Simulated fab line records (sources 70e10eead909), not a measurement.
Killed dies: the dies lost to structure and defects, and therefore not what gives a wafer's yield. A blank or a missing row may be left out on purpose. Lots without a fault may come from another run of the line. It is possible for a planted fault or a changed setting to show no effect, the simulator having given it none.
A struck lot beside a sound one || flow nand harc || 13 steps out of a route of 1302
Sound: wafers L316.2, L316.4, L316.6. The struck wafers were L304.2, L304.4, L304.5. At the end, the cause is stated.
Order at every step that has rows: each side's tool, ch and its chambers, its first start. Under that, the readings that differ: sound wafers || struck wafers || difference of the means || sigmas: that difference in standard deviations of wafers without a fault.
alike: a reading whose means differ by less than 2 such deviations, as well as words and numbers matching on both sides. not compared: withheld readings; readings where some wafer has no value; bounds like >300 that might hide an equal value; numbers whose values overlap and for which the record gives no deviation.
A row with sigmas, a row that says differs or no value, or rows on one side alone: a step with any of these is where the two part. Non-overlapping numbers with no deviation appear without sigmas and do not part them. A reading that every wafer of one side lacks parts them only if that side has two wafers or more.

first, 3 steps without rows for these wafers: NHARC_A_SIN_REMOVE_WET_00 (chemistry H3PO4, time 15300 s); NHARC_A_SIN_REMOVE_PRECLEAN_01 (cleans in SC1); NHARC_A_SIN_REMOVE_SRD_02.
NHARC_A_SIN_REMOVE_INSPECT_04:
  sound on defect inspect-02, day 25 08:40; struck on defect inspect-02, day 20 20:06
{"reading": "raw defect count", "sound": "432 308 269", "struck": "473 562 572", "difference": "+199", "sigmas": "+2"}
NHARC_A_WL_FILL_ALD_00: deposits Al2O3, target thk 3 nm, pulse time 3 s, ald cycles 30.
  sound on ald hk-02 ch 1,2,3, day 25 08:45; struck on ald hk-04 ch 1,3, day 20 20:10
  alike: heater power w, precursor pulse height rel
NHARC_A_WL_FILL_RTA_01: time 5 s.
  sound on rtp anneal-02 ch 0, day 25 09:01; struck on rtp anneal-01 ch 0, day 20 20:39
{"reading": "lamp power pct (%)", "sound": "31.0 30.9 31.0", "struck": "29.7 29.7 29.7", "difference": -1.3, "sigmas": -2}
  alike: lamp_zone_5_pct, wafer_temp_C_max
NHARC_A_WL_FILL_ALD_02: deposits TiN, target thk 2 nm, pulse time 3 s, ald cycles 100.
  sound on ald metal-03 ch 0,2, day 25 09:15; struck on ald metal-02 ch 0,1,3, day 20 20:50
  alike: heater power w, precursor pulse height rel
NHARC_A_WL_FILL_CVD_03: deposits W, target thk 40 nm, time 279 s.
  sound on cvd w-02 ch 0,1, day 25 09:43; struck on cvd w-01 ch 0,1, day 20 21:19
  alike: heater power w, throttle valve pct
then, 1 step without rows for these wafers: NHARC_A_WL_FILL_ETCHBACK_04 (etches the open film in NF3, target depth 60 nm, time 120 s).
NHARC_A_WL_FILL_ETCHBACK_05: etches the open film in Cl2/BCl3, target depth 22 nm, time 60 s.
  sound on rie metal-01 ch 0,1, day 25 10:20; struck on rie metal-02 ch 0,1, day 20 21:53
  alike: drypump motor current A, oes product au, temp c
  not compared: rf hours counter h
NHARC_A_WL_FILL_STRIP_27: strips in N2/H2, time 20 s.
  sound on plasma asher-01 ch 0,1, day 25 10:29; struck on plasma asher-02 ch 0,1, day 20 22:01
  no value came back on the struck wafers for drypump motor current A (A), heater power w (W), temp c (C), time s (s); on the sound wafers drypump motor current A (A) reads 5.6 6.5 5.6
  not compared: rf hours counter h
then, 1 step without rows for these wafers: NHARC_A_WL_FILL_STRIP_28 (strips in post etch residue remover, time 1200 s).
-- break in the record here, with 4 days between the starts of the struck wafers on either side (left off in module A_WL_FILL, picked up again in module END, where the first step shown is number 1302 on the route) --
NHARC_END_SORT_01:
  at this point the record logs the struck wafers (prober-01 ch 0, day 24 22:59) and has no rows for the sound ones

WHERE THEY PART
At NHARC_A_SIN_REMOVE_INSPECT_04 first; at NHARC_END_SORT_01 last (within this record only).

WHY: what had been put in by the simulator
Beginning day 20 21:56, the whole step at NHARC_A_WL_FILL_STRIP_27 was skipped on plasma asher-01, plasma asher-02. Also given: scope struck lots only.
